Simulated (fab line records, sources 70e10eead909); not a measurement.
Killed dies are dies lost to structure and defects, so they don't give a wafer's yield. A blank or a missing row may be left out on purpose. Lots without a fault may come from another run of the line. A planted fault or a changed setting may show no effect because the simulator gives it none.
fab line records | flow nand_harc | part 1 of 2: steps 1 to 16 of 23
record lots=5 wafers=15 last_day=31
route steps=1302 shown A_STAIRCASE@728
lots that met no fault: from a run of the same line without faults
start_h: hours from the record's first day to the start of the lot's first wafer shown | wait_h: hours since the lot's step before | " the same as in the row above | L1.1+2: a row that stands for several wafers | - no value, or no start given | * or withheld: withheld | < > ~ a bound
route shown NAME@n: a module of which the file shows steps, and the number in the route of the first | usual: mean/standard deviation of fault-free wafers | same: alike in all rows | chamber/n: place in a boat | sites: the reading at each site | _std_site: their standard deviation | _edge_site: outer sites' mean less inner sites' | radius_mm: how far each site lies from the wafer's centre | mask NAME#n: copy n | behind: the tool/chamber that last shaped the wafer | hold: why the lot was held/for how many hours/how that ended | device: the transistor (n, p or np) that didn't switch | end of line: the same wafers' tests at the end of the route | a step without rows: its recipe alone | killed: dies lost to structure and defects at the first sort, not the wafer's yield | map: a wafer's dies, x killed, . not, _ none there
set.NAME: the setting as run; set.NAME@STEP: as run at that earlier step | model.NAME: the simulator's own value behind a step, which no gauge read
lots at some steps of the route; a table a step, a row a wafer
services: from which hour (start_h, from the record's first day; less than 0 if before it) a tool's chamber was out of use, for how many hours, and why
## steps
# step NHARC_A_STAIRCASE_EXPOSE_214
# recipe na=0.5 dose_mj=31.26 mask_id=STAIR_3
# columns lot.wafer tool chamber start_h wait_h mask
L075.1+2+3 krf_scanner-04 0 375.37 - STAIR_3#0
L078.1+2+3 krf_scanner-03 0 408.75 - STAIR_3#0
L082.2+4+6 krf_scanner-04 0 451.47 - STAIR_3#0
L087.2+3+4 krf_scanner-02 0 508.18 - STAIR_3#0
L092.4+5+6 krf_scanner-04 0 542.84 - STAIR_3#0
# step NHARC_A_STAIRCASE_PEB_215
# recipe peb_temp_c=115 peb_time_s=130
# usual exhaust_pa=45.0/0.99 heater_power_total_W=123.88/0.19
# same peb_time_s=130
# columns lot.wafer tool chamber start_h wait_h exhaust_pa heater_power_total_W
L075.1 litho_track-05 0 375.44 0.1 46.4 123.87
L075.2 " 0 " " 46.2 124.10
L075.3 " 0 " " 45.6 123.99
L078.1 litho_track-07 0 408.82 0.1 44.8 123.95
L078.2 " 0 " " 44.1 124.10
L078.3 " 0 " " 44.7 123.61
L082.2 litho_track-02 0 451.54 0.1 45.8 123.97
L082.4 " 0 " " 47.0 124.01
L082.6 " 0 " " 45.8 124.10
L087.2 litho_track-05 0 508.25 0.1 44.3 123.81
L087.3 " 0 " " 45.2 123.57
L087.4 " 0 " " 45.0 124.01
L092.4 litho_track-05 0 542.89 0.0 45.2 124.05
L092.5 " 0 " " 45.9 123.73
L092.6 " 0 " " 45.8 124.02
# step NHARC_A_STAIRCASE_DEVELOP_216
# recipe time_s=140
# usual exhaust_pa=45.0/0.87
# columns lot.wafer tool chamber start_h wait_h exhaust_pa
L075.1 litho_track-05 0 - - 44.3
L075.2 " 0 " " 44.4
L075.3 " 0 " " 45.9
L078.1 litho_track-07 0 - - 44.6
L078.2 " 0 " " 43.0
L078.3 " 0 " " 43.6
L082.2 litho_track-02 0 - - 44.9
L082.4 " 0 " " 45.6
L082.6 " 0 " " 45.3
L087.2 litho_track-05 0 - - 43.9
L087.3 " 0 " " 43.7
L087.4 " 0 " " 43.6
L092.4 litho_track-05 0 - - 46.1
L092.5 " 0 " " 45.1
L092.6 " 0 " " 45.5
# step NHARC_A_STAIRCASE_HARDBAKE_218
# recipe temp_c=120 time_s=140
# usual exhaust_pa=45.0/0.83 heater_power_total_W=127.32/0.19
# columns lot.wafer tool chamber start_h wait_h exhaust_pa heater_power_total_W
L075.1 litho_track-02 0 375.65 - 44.4 127.26
L075.2 " 0 " " 45.6 127.29
L075.3 " 0 " " 45.3 127.36
L078.1 litho_track-05 0 409.04 - 45.3 127.38
L078.2 " 0 " " 46.4 127.54
L078.3 " 0 " " 45.7 127.63
L082.2 litho_track-02 0 451.76 - 45.2 127.32
L082.4 " 0 " " 45.8 127.23
L082.6 " 0 " " 45.2 127.26
L087.2 litho_track-07 0 508.47 - 44.5 127.59
L087.3 " 0 " " 44.4 127.17
L087.4 " 0 " " 45.2 127.30
L092.4 litho_track-02 0 543.12 - 45.0 127.17
L092.5 " 0 " " 45.9 127.34
L092.6 " 0 " " 44.3 127.38
# step NHARC_A_STAIRCASE_DESCUM_219
# recipe time_s=3 o2_flow_sccm=200 ar_flow_sccm=0 bias_power_w=0 chemistry=O2
# usual drypump_motor_current_A=5.85/0.28 oes_product_au=1.002/0.011 rf_vpp_V=57.9/0.91 showerhead_plenum_p_Torr=1.95/0.074 throttle_valve_pct=11.311/0.0089
# columns lot.wafer tool chamber start_h wait_h drypump_motor_current_A oes_product_au rf_hours_counter_h rf_vpp_V showerhead_plenum_p_Torr throttle_valve_pct
L075.2 rie_diel-09 1 375.75 - 5.93 0.999 9 57.8 1.86 11.311
L075.1 " 2 " " 6.46 1.012 16 57.9 1.92 11.321
L075.3 " 3 " " 5.83 1.017 19 58.5 2.05 11.312
L078.3 rie_diel-02 0 409.13 - 6.14 1.010 2 56.1 2.04 11.311
L078.1 " 2 " " 5.78 0.992 3 58.2 1.86 11.320
L078.2 " 3 " " 5.26 1.000 2 57.4 1.99 11.307
L082.4 rie_diel-09 0 453.62 - 6.00 1.008 44 58.3 1.98 11.298
L082.2 " 1 " " 5.89 1.005 32 57.4 1.86 11.313
L082.6 " 1 " " 5.87 0.999 - 58.3 1.86 11.308
L087.2 rie_diel-09 2 508.57 - 6.42 1.006 0 56.9 1.91 11.318
L087.3 " 3 " " 5.83 1.003 0 57.2 2.04 11.316
L087.4 " 3 " " 5.84 1.014 - 58.6 2.04 11.312
L092.4 rie_diel-02 0 543.20 - 6.12 1.006 50 58.9 2.02 11.314
L092.6 " 3 " " 5.25 0.998 - 59.0 1.97 11.319
L092.5 " 0 " " 6.11 1.000 - 58.7 2.02 11.316
# step NHARC_A_STAIRCASE_TRIM_220
# recipe time_s=211.2 o2_flow_sccm=500 ar_flow_sccm=0 bias_w=0 chemistry=O2
# usual drypump_motor_current_A=5.86/0.27 oes_product_au=1.000/0.011 rf_vpp_V=58.0/0.91 showerhead_plenum_p_Torr=3.59/0.13 throttle_valve_pct=17.037/0.0096
# columns lot.wafer tool chamber start_h wait_h drypump_motor_current_A oes_product_au rf_hours_counter_h rf_vpp_V showerhead_plenum_p_Torr throttle_valve_pct
L075.1 rie_diel-09 3 375.87 0.1 5.86 1.011 19 58.3 3.77 17.029
L075.3 " 0 " " 6.00 1.002 16 57.3 3.65 17.041
L075.2 " 1 " " 5.93 1.005 9 59.0 3.44 17.041
L078.1 rie_diel-02 2 409.21 0.1 5.77 0.988 3 57.7 3.44 17.057
L078.3 " 3 " " 5.26 1.008 2 58.6 3.65 17.048
L078.2 " 0 " " 6.16 1.002 2 58.9 3.74 17.056
L082.4 rie_diel-09 3 453.83 0.2 5.88 1.011 47 57.7 3.75 17.014
L082.2 " 1 " " 5.87 1.004 32 57.4 3.43 17.032
L082.6 " 2 " " 6.44 0.997 - 58.7 3.53 17.037
L087.2 rie_diel-09 1 508.66 0.1 5.91 0.992 1 56.8 3.43 17.039
L087.3 " 3 " " 5.88 1.021 1 58.6 3.74 17.009
L087.4 " 3 " " 5.85 1.009 - 58.5 3.74 17.025
L092.4 rie_diel-02 2 543.44 0.2 5.76 0.998 44 57.1 3.42 17.038
L092.5 " 2 " " 5.78 0.992 - 57.3 3.42 17.035
L092.6 " 3 " " 5.27 0.999 - 59.8 3.63 17.026
# step NHARC_A_STAIRCASE_ETCH_221
# recipe target_depth_a=1000 time_s=40.5 ion_energy_ev=400 c4f8_flow_sccm=20 o2_flow_sccm=10 ar_flow_sccm=withheld rf_w=600 bias_w=1000 chemistry=C4F8/O2
# usual oes_product_au=0.939/0.016 rf_fwd_power_W=592.9/2.5 rf_vpp_V=898/4.8
# columns lot.wafer tool chamber start_h wait_h oes_product_au rf_fwd_power_W rf_hours_counter_h rf_vpp_V
L075.2 rie_diel-09 3 - - 0.954 590.8 19 905
L075.3 " 0 " " 0.943 591.0 16 900
L075.1 " 1 " " 0.942 592.1 9 894
L078.1 rie_diel-02 1 - - 0.952 593.0 2 891
L078.3 " 2 " " 0.942 593.1 3 892
L078.2 " 3 " " 0.958 593.3 2 899
L082.2 rie_diel-09 3 - - 0.948 593.9 47 905
L082.4 " 0 " " 0.927 593.3 45 899
L082.6 " 2 " " 0.937 588.0 - 894
L087.3 rie_diel-09 3 - - 0.944 591.9 1 905
L087.2 " 1 " " 0.931 593.9 1 894
L087.4 " 2 " " 0.934 590.6 - 896
L092.4 rie_diel-02 2 - - 0.940 594.6 44 893
L092.5 " 2 " " 0.946 595.1 - 892
L092.6 " 3 " " 0.941 590.4 - 901
# step NHARC_A_STAIRCASE_TRIM_222
# recipe time_s=211.2 o2_flow_sccm=500 ar_flow_sccm=0 bias_w=0 chemistry=O2
# usual drypump_motor_current_A=5.86/0.28 oes_product_au=1.001/0.01 rf_vpp_V=57.9/1 showerhead_plenum_p_Torr=3.59/0.13 throttle_valve_pct=17.037/0.0096
# columns lot.wafer tool chamber start_h wait_h drypump_motor_current_A oes_product_au rf_hours_counter_h rf_vpp_V showerhead_plenum_p_Torr throttle_valve_pct
L075.2 rie_diel-09 1 - - 5.90 0.993 9 59.0 3.44 17.024
L075.1 " 3 " " 5.84 1.014 19 59.0 3.76 17.040
L075.3 " 0 " " 5.98 1.003 16 58.9 3.65 17.045
L078.1 rie_diel-02 3 - - 5.27 1.008 2 57.3 3.65 17.056
L078.2 " 1 " " 5.67 0.990 3 54.4 3.37 17.035
L078.3 " 2 " " 5.80 1.000 3 56.8 3.44 17.030
L082.4 rie_diel-09 3 - - 5.87 1.013 48 57.5 3.75 17.035
L082.2 " 1 " " 5.88 1.014 32 56.3 3.43 17.036
L082.6 " 2 " " 6.44 0.994 - 59.6 3.53 17.046
L087.2 rie_diel-09 1 - - 5.89 1.006 1 57.0 3.42 17.035
L087.3 " 3 " " 5.86 1.014 1 58.3 3.74 17.034
L087.4 " 1 " " 5.92 1.000 - 59.1 3.43 17.043
L092.4 rie_diel-02 3 - - 5.26 0.996 44 58.5 3.63 17.017
L092.5 " 1 " " 5.64 1.001 - 57.4 3.34 17.049
L092.6 " 2 " " 5.81 1.005 - 56.8 3.42 17.032
# step NHARC_A_STAIRCASE_ETCH_223
# recipe target_depth_a=1000 time_s=40.5 ion_energy_ev=400 c4f8_flow_sccm=20 o2_flow_sccm=10 ar_flow_sccm=withheld rf_w=600 bias_w=1000 chemistry=C4F8/O2
# usual oes_product_au=0.942/0.013 rf_fwd_power_W=592.9/2.2 rf_vpp_V=898/4.8
# columns lot.wafer tool chamber start_h wait_h oes_product_au rf_fwd_power_W rf_hours_counter_h rf_vpp_V
L075.1 rie_diel-09 0 - - 0.956 591.5 16 899
L075.3 " 2 " " 0.959 591.7 16 896
L075.2 " 3 " " 0.963 592.9 19 904
L078.2 rie_diel-02 1 - - 0.958 590.5 3 890
L078.1 " 3 " " 0.948 592.4 3 902
L078.3 " 0 " " 0.958 588.5 2 904
L082.2 rie_diel-09 3 - - 0.952 595.1 48 904
L082.4 " 0 " " 0.947 590.2 45 902
L082.6 " 2 " " 0.925 596.1 - 897
L087.3 rie_diel-09 3 - - 0.970 593.5 1 904
L087.2 " 1 " " 0.948 592.6 1 892
L087.4 " 1 " " 0.953 593.1 - 891
L092.4 rie_diel-02 1 - - 0.944 592.6 50 889
L092.6 " 2 " " 0.937 594.8 - 891
L092.5 " 3 " " 0.943 590.6 - 899
# step NHARC_A_STAIRCASE_TRIM_224
# recipe time_s=211.2 o2_flow_sccm=500 ar_flow_sccm=0 bias_w=0 chemistry=O2
# usual drypump_motor_current_A=5.86/0.27 oes_product_au=1.002/0.0092 rf_vpp_V=57.9/0.88 showerhead_plenum_p_Torr=3.58/0.13 throttle_valve_pct=17.037/0.0095
# columns lot.wafer tool chamber start_h wait_h drypump_motor_current_A oes_product_au rf_hours_counter_h rf_vpp_V showerhead_plenum_p_Torr throttle_valve_pct
L075.3 rie_diel-09 1 - - 5.91 1.004 9 57.3 3.44 17.036
L075.2 " 2 " " 6.53 1.008 16 58.6 3.55 17.030
L075.1 " 3 " " 5.84 1.014 19 58.8 3.76 17.024
L078.2 rie_diel-02 3 - - 5.27 1.008 3 58.0 3.65 17.032
L078.1 " 0 " " 6.15 1.007 2 58.0 3.74 17.026
L078.3 " 1 " " 5.65 0.996 3 57.0 3.37 17.034
L082.2 rie_diel-09 0 - - 5.99 1.002 45 58.0 3.64 17.033
L082.4 " 1 " " 5.95 1.010 32 56.3 3.43 17.042
L082.6 " 2 " " 6.48 1.004 - 56.6 3.53 17.034
L087.2 rie_diel-09 1 - - 5.89 0.998 1 57.1 3.43 17.023
L087.3 " 2 " " 6.44 0.998 1 58.9 3.52 17.049
L087.4 " 2 " " 6.40 0.997 - 58.5 3.52 17.015
L092.4 rie_diel-02 3 - - 5.26 0.997 44 58.3 3.63 17.031
L092.6 " 0 " " 6.17 1.020 - 58.1 3.71 17.032
L092.5 " 1 " " 5.66 1.011 - 57.0 3.34 17.037
# step NHARC_A_STAIRCASE_ETCH_225
# recipe target_depth_a=1000 time_s=40.5 ion_energy_ev=400 c4f8_flow_sccm=20 o2_flow_sccm=10 ar_flow_sccm=withheld rf_w=600 bias_w=1000 chemistry=C4F8/O2
# usual oes_product_au=0.944/0.012 rf_fwd_power_W=592.8/2.3 rf_vpp_V=898/4.8
# columns lot.wafer tool chamber start_h wait_h oes_product_au rf_fwd_power_W rf_hours_counter_h rf_vpp_V
L075.1 rie_diel-09 1 - - 0.945 593.6 9 893
L075.2 " 2 " " 0.943 593.5 16 898
L075.3 " 3 " " 0.964 592.4 19 905
L078.3 rie_diel-02 2 - - 0.946 590.2 3 892
L078.1 " 3 " " 0.927 593.0 3 900
L078.2 " 0 " " 0.951 589.9 2 903
L082.2 rie_diel-09 0 - - 0.949 589.1 45 901
L082.4 " 1 " " 0.943 591.8 32 892
L082.6 " 1 " " 0.947 591.0 - 892
L087.3 rie_diel-09 2 - - 0.944 591.0 1 895
L087.2 " 3 " " 0.957 591.8 1 903
L087.4 " 3 " " 0.964 591.5 - 902
L092.4 rie_diel-02 0 - - 0.938 587.9 50 901
L092.6 " 2 " " 0.958 595.5 - 893
L092.5 " 3 " " 0.958 593.8 - 900
# step NHARC_A_STAIRCASE_TRIM_226
# recipe time_s=211.2 o2_flow_sccm=500 ar_flow_sccm=0 bias_w=0 chemistry=O2
# usual drypump_motor_current_A=5.85/0.27 oes_product_au=1.002/0.011 rf_vpp_V=57.9/0.89 showerhead_plenum_p_Torr=3.58/0.13 throttle_valve_pct=17.037/0.0095
# columns lot.wafer tool chamber start_h wait_h drypump_motor_current_A oes_product_au rf_hours_counter_h rf_vpp_V showerhead_plenum_p_Torr throttle_valve_pct
L075.1 rie_diel-09 0 - - 5.95 1.011 16 58.1 3.65 17.045
L075.2 " 1 " " 5.92 1.009 9 58.5 3.44 17.043
L075.3 " 2 " " 6.45 1.005 16 58.4 3.55 17.040
L078.3 rie_diel-02 3 - - 5.28 0.995 3 56.7 3.65 17.044
L078.1 " 0 " " 6.15 0.985 2 59.1 3.74 17.032
L078.2 " 1 " " 5.65 0.992 3 56.5 3.37 17.038
L082.2 rie_diel-09 0 - - 5.97 1.007 45 58.9 3.64 17.028
L082.4 " 1 " " 5.87 1.012 32 58.3 3.43 17.030
L082.6 " 3 " " 5.85 1.020 - 57.2 3.75 17.032
L087.3 rie_diel-09 3 - - 5.86 1.017 1 58.5 3.74 17.026
L087.2 " 1 " " 5.99 0.994 1 57.3 3.43 17.040
L087.4 " 2 " " 6.51 1.017 - 58.4 3.52 17.021
L092.4 rie_diel-02 0 - - 6.13 1.019 50 58.9 3.71 17.034
L092.6 " 1 " " 5.68 0.989 - 58.0 3.34 17.055
L092.5 " 2 " " 5.77 0.997 - 58.0 3.42 17.052
# step NHARC_A_STAIRCASE_ETCH_227
# recipe target_depth_a=1000 time_s=40.5 ion_energy_ev=400 c4f8_flow_sccm=20 o2_flow_sccm=10 ar_flow_sccm=withheld rf_w=600 bias_w=1000 chemistry=C4F8/O2
# usual oes_product_au=0.942/0.01 rf_fwd_power_W=592.9/2.6 rf_vpp_V=898/4.8
# columns lot.wafer tool chamber start_h wait_h oes_product_au rf_fwd_power_W rf_hours_counter_h rf_vpp_V
L075.3 rie_diel-09 2 - - 0.953 587.3 16 897
L075.2 " 3 " " 0.952 593.8 19 906
L075.1 " 0 " " 0.939 590.6 16 900
L078.2 rie_diel-02 0 - - 0.950 595.1 3 905
L078.1 " 1 " " 0.953 595.5 3 889
L078.3 " 3 " " 0.938 591.4 3 900
L082.2 rie_diel-09 0 - - 0.941 591.3 45 900
L082.4 " 1 " " 0.945 593.1 32 893
L082.6 " 1 " " 0.944 593.6 - 893
L087.3 rie_diel-09 3 - - 0.952 593.2 1 904
L087.2 " 2 " " 0.943 590.0 1 895
L087.4 " 1 " " 0.933 593.1 - 893
L092.4 rie_diel-02 0 - - 0.944 592.7 50 904
L092.6 " 2 " " 0.943 598.0 - 891
L092.5 " 3 " " 0.953 590.9 - 900
# step NHARC_A_STAIRCASE_TRIM_229
# recipe time_s=211.2 o2_flow_sccm=500 ar_flow_sccm=0 bias_w=0 chemistry=O2
# usual drypump_motor_current_A=5.85/0.24 oes_product_au=1.002/0.0098 rf_vpp_V=57.8/0.83 showerhead_plenum_p_Torr=3.58/0.13 throttle_valve_pct=17.037/0.0088
# columns lot.wafer tool chamber start_h wait_h drypump_motor_current_A oes_product_au rf_hours_counter_h rf_vpp_V showerhead_plenum_p_Torr throttle_valve_pct
L075.3 rie_diel-09 0 376.92 0.1 6.01 1.018 16 58.1 3.65 17.042
L075.2 " 1 " " 5.91 0.992 9 57.3 3.44 17.039
L075.1 " 2 " " 6.49 0.993 16 56.8 3.54 17.047
L078.3 rie_diel-02 3 410.24 0.1 5.27 0.996 3 57.0 3.65 17.042
L078.2 " 0 " " 6.13 0.998 3 58.6 3.74 17.042
L078.1 " 1 " " 5.63 0.996 3 56.8 3.37 17.025
L082.2 rie_diel-09 3 455.35 0.1 5.85 1.026 48 58.3 3.75 17.044
L082.4 " 2 " " 6.40 1.002 42 57.3 3.53 17.043
L082.6 " 0 " " 6.00 1.013 - 57.1 3.64 17.033
L087.2 rie_diel-12 1 509.87 0.1 5.89 0.987 19 56.7 3.56 17.041
L087.3 " 2 " " 5.68 0.996 13 56.7 3.61 17.031
L087.4 " 1 " " 5.86 0.996 - 58.5 3.56 17.040
L092.4 rie_diel-12 3 544.50 0.1 5.89 0.985 26 59.3 3.79 17.027
L092.6 " 1 " " 5.87 1.001 - 59.5 3.55 17.028
L092.5 " 2 " " 5.67 1.005 - 58.4 3.60 17.035
# step NHARC_A_STAIRCASE_ETCH_230
# recipe target_depth_a=1000 time_s=40.5 ion_energy_ev=400 c4f8_flow_sccm=20 o2_flow_sccm=10 ar_flow_sccm=withheld rf_w=600 bias_w=1000 chemistry=C4F8/O2
# usual oes_product_au=0.951/0.017 rf_fwd_power_W=592.9/2.4 rf_vpp_V=898/4.5
# columns lot.wafer tool chamber start_h wait_h oes_product_au rf_fwd_power_W rf_hours_counter_h rf_vpp_V
L075.1 rie_diel-09 0 - - 0.947 591.4 16 901
L075.3 " 2 " " 0.947 588.4 16 894
L075.2 " 3 " " 0.952 595.9 19 903
L078.1 rie_diel-02 2 - - 0.947 595.8 3 893
L078.3 " 0 " " 0.935 590.7 3 902
L078.2 " 1 " " 0.941 593.2 3 892
L082.2 rie_diel-09 3 - - 0.950 595.5 48 902
L082.4 " 2 " " 0.929 590.9 42 895
L082.6 " 3 " " 0.957 594.0 - 903
L087.3 rie_diel-12 0 - - 0.954 592.8 17 896
L087.2 " 1 " " 0.954 591.4 20 897
L087.4 " 0 " " 0.950 594.6 - 896
L092.4 rie_diel-12 2 - - 0.956 597.8 27 899
L092.6 " 3 " " 0.948 591.8 - 906
L092.5 " 0 " " 0.952 593.8 - 897
# step NHARC_A_STAIRCASE_TRIM_231
# recipe time_s=211.2 o2_flow_sccm=500 ar_flow_sccm=0 bias_w=0 chemistry=O2
# usual drypump_motor_current_A=5.85/0.25 oes_product_au=1.001/0.011 rf_vpp_V=57.9/0.86 showerhead_plenum_p_Torr=3.58/0.13 throttle_valve_pct=17.037/0.0091
# columns lot.wafer tool chamber start_h wait_h drypump_motor_current_A oes_product_au rf_hours_counter_h rf_vpp_V showerhead_plenum_p_Torr throttle_valve_pct
L075.3 rie_diel-09 1 - - 5.93 1.009 10 58.3 3.44 17.033
L075.1 " 2 " " 6.50 1.006 16 57.7 3.54 17.031
L075.2 " 3 " " 5.87 1.018 19 58.1 3.76 17.060
L078.1 rie_diel-02 2 - - 5.77 0.999 3 58.4 3.44 17.033
L078.2 " 0 " " 6.12 1.007 3 59.3 3.74 17.034
L078.3 " 1 " " 5.63 0.996 3 57.3 3.37 17.022
L082.4 rie_diel-09 3 - - 5.85 1.013 48 58.2 3.75 17.043
L082.2 " 2 " " 6.45 0.997 42 57.3 3.53 17.029
L082.6 " 0 " " 6.01 1.004 - 56.9 3.64 17.039
L087.2 rie_diel-12 1 - - 5.85 0.984 20 57.9 3.56 17.027
L087.3 " 2 " " 5.60 1.013 14 58.2 3.61 17.025
L087.4 " 0 " " 5.71 0.999 - 58.9 3.55 17.027
L092.4 rie_diel-12 2 - - 5.68 1.009 27 58.8 3.60 17.016
L092.5 " 1 " " 5.86 0.985 - 59.4 3.55 17.041
L092.6 " 2 " " 5.68 1.011 - 57.7 3.60 17.034
